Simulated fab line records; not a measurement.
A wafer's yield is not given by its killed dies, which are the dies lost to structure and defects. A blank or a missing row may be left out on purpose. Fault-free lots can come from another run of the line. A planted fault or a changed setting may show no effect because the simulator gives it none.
Split-lot study :: flow n5 finfet :: 7 lots, 21 wafers read, on a route of 1938 steps

ABOUT THE SPLIT
At N5_PASSIVATION_VIA_ETCH_13 (etches SiO2 in CHF3/O2, target depth 660 nm, time 330 s), the setting bias w was moved away from the recipe's 170 W on 10 of the 21 wafers read, by -12.6% to +15.1%. This setting was run at the recipe's value on the other wafers.

The reading comes from the split's own step.

THE READING
rf vpp V, in V, at N5_PASSIVATION_VIA_ETCH_13 (etches SiO2 in CHF3/O2, target depth 660 nm, time 330 s). Typical for fault-free wafers on this fab line: 525 V, with standard deviation 4 V.

wafer: L074.2
tool, chamber at the split: rie diel-03, 0
bias w as run, W: 158.4
against the recipe: -6.8%
rf vpp V, V: 500
against lot-mates on the recipe: -25

wafer: L074.3
tool, chamber at the split: rie diel-03, 2
bias w as run, W: 158.4
against the recipe: -6.8%
rf vpp V, V: 491
against lot-mates on the recipe: -34

wafer: L074.6
tool, chamber at the split: rie diel-03, 1
bias w as run, W: 170
against the recipe: recipe
rf vpp V, V: 525
against lot-mates on the recipe: -

wafer: L078.4
tool, chamber at the split: rie diel-03, 0
bias w as run, W: 170
against the recipe: recipe
rf vpp V, V: 530
against lot-mates on the recipe: -

wafer: L078.5
tool, chamber at the split: rie diel-03, 0
bias w as run, W: 170
against the recipe: recipe
rf vpp V, V: 529
against lot-mates on the recipe: -

wafer: L078.6
tool, chamber at the split: rie diel-03, 3
bias w as run, W: 170
against the recipe: recipe
rf vpp V, V: 525
against lot-mates on the recipe: -

wafer: L080.1
tool, chamber at the split: rie diel-01, 3
bias w as run, W: 155.8
against the recipe: -8.4%
rf vpp V, V: 497
against lot-mates on the recipe: -31

wafer: L080.5
tool, chamber at the split: rie diel-01, 2
bias w as run, W: 155.8
against the recipe: -8.4%
rf vpp V, V: 490
against lot-mates on the recipe: -38

wafer: L080.6
tool, chamber at the split: rie diel-01, 1
bias w as run, W: 170
against the recipe: recipe
rf vpp V, V: 528
against lot-mates on the recipe: -

wafer: L081.3
tool, chamber at the split: rie diel-02, 3
bias w as run, W: 170
against the recipe: recipe
rf vpp V, V: 527
against lot-mates on the recipe: -

wafer: L081.4
tool, chamber at the split: rie diel-02, 0
bias w as run, W: 170
against the recipe: recipe
rf vpp V, V: 525
against lot-mates on the recipe: -

wafer: L081.5
tool, chamber at the split: rie diel-02, 1
bias w as run, W: 178.4
against the recipe: +4.9%
rf vpp V, V: 544
against lot-mates on the recipe: +18

wafer: L089.2
tool, chamber at the split: rie diel-01, 3
bias w as run, W: 170
against the recipe: recipe
rf vpp V, V: 533
against lot-mates on the recipe: -

wafer: L089.4
tool, chamber at the split: rie diel-01, 2
bias w as run, W: 195.7
against the recipe: +15.1%
rf vpp V, V: 585
against lot-mates on the recipe: +52

wafer: L089.5
tool, chamber at the split: rie diel-01, 0
bias w as run, W: 195.7
against the recipe: +15.1%
rf vpp V, V: 586
against lot-mates on the recipe: +53

wafer: L092.1
tool, chamber at the split: rie diel-03, 3
bias w as run, W: 170
against the recipe: recipe
rf vpp V, V: 525
against lot-mates on the recipe: -

wafer: L092.3
tool, chamber at the split: rie diel-03, 1
bias w as run, W: 148.5
against the recipe: -12.6%
rf vpp V, V: 470
against lot-mates on the recipe: -55

wafer: L092.5
tool, chamber at the split: rie diel-03, 1
bias w as run, W: 170
against the recipe: recipe
rf vpp V, V: 525
against lot-mates on the recipe: -

wafer: L095.1
tool, chamber at the split: rie diel-01, 0
bias w as run, W: 183.1
against the recipe: +7.7%
rf vpp V, V: 558
against lot-mates on the recipe: +31

wafer: L095.2
tool, chamber at the split: rie diel-01, 3
bias w as run, W: 183.1
against the recipe: +7.7%
rf vpp V, V: 566
against lot-mates on the recipe: +39

wafer: L095.3
tool, chamber at the split: rie diel-01, 1
bias w as run, W: 170
against the recipe: recipe
rf vpp V, V: 527
against lot-mates on the recipe: -

THE FIT
A straight line over all 21 wafers: rf vpp V changes by +4.14 V for each +1% of bias w; r = +0.99; the points scatter about the line by 3.8 V.
The same after taking each lot's own level away (the mean of its wafers on the recipe; 21 wafers): +3.93 V for each +1%; r = +0.99; scatter 3.9 V.
Per that fit: largest bias w move, reading shift of 59 V.
Across the lots, their own levels run from 525.0 to 533.0 V, a range of 2.0 times the standard deviation given above.
Consequently the slope shifts little with the lot-to-lot level, the two slopes agreeing.
Check: for one of the wafers moved furthest among these (+15.1%), held out of the fit, the line's prediction against its lot-mates is +60.7 V. It came out at +52 V against them.
Tool readings at the split's step, against how far the setting was moved: rf vpp V r = +0.99.

THE OTHER SPLITS THESE WAFERS WENT THROUGH
Note: prior to the reading, these wafers also went through further splits. Each is held against what the fit with the lots' levels taken away leaves over:
other split on the same wafers: N5_BEOL_M11_EXPOSE_25 dose mj
wafers away from the commonest value: 8
r with rf vpp V (lot level and that fit taken away): -0.37

other split on the same wafers: N5_BEOL_M12_CMP_49 down force psi
wafers away from the commonest value: 6
r with rf vpp V (lot level and that fit taken away): +0.29

other split on the same wafers: N5_BEOL_M13_COAT_65 spin rpm
wafers away from the commonest value: 7
r with rf vpp V (lot level and that fit taken away): -0.34

other split on the same wafers: N5_BEOL_M14_EXPOSE_25 dose mj
wafers away from the commonest value: 9
r with rf vpp V (lot level and that fit taken away): -0.14

other split on the same wafers: N5_MIM_TOP_ALD_01 ald cycles
wafers away from the commonest value: 7
r with rf vpp V (lot level and that fit taken away): +0.28

other split on the same wafers: N5_MIM_TOP_LITHO_EXPOSE_05 dose mj
wafers away from the commonest value: 7
r with rf vpp V (lot level and that fit taken away): +0.45

other split on the same wafers: N5_PASSIVATION_EXPOSE_07 dose mj
wafers away from the commonest value: 9
r with rf vpp V (lot level and that fit taken away): +0.16

FILE'S OWN FIT
rf vpp V changes by +3.97 V for each +1% of bias w, r = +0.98.
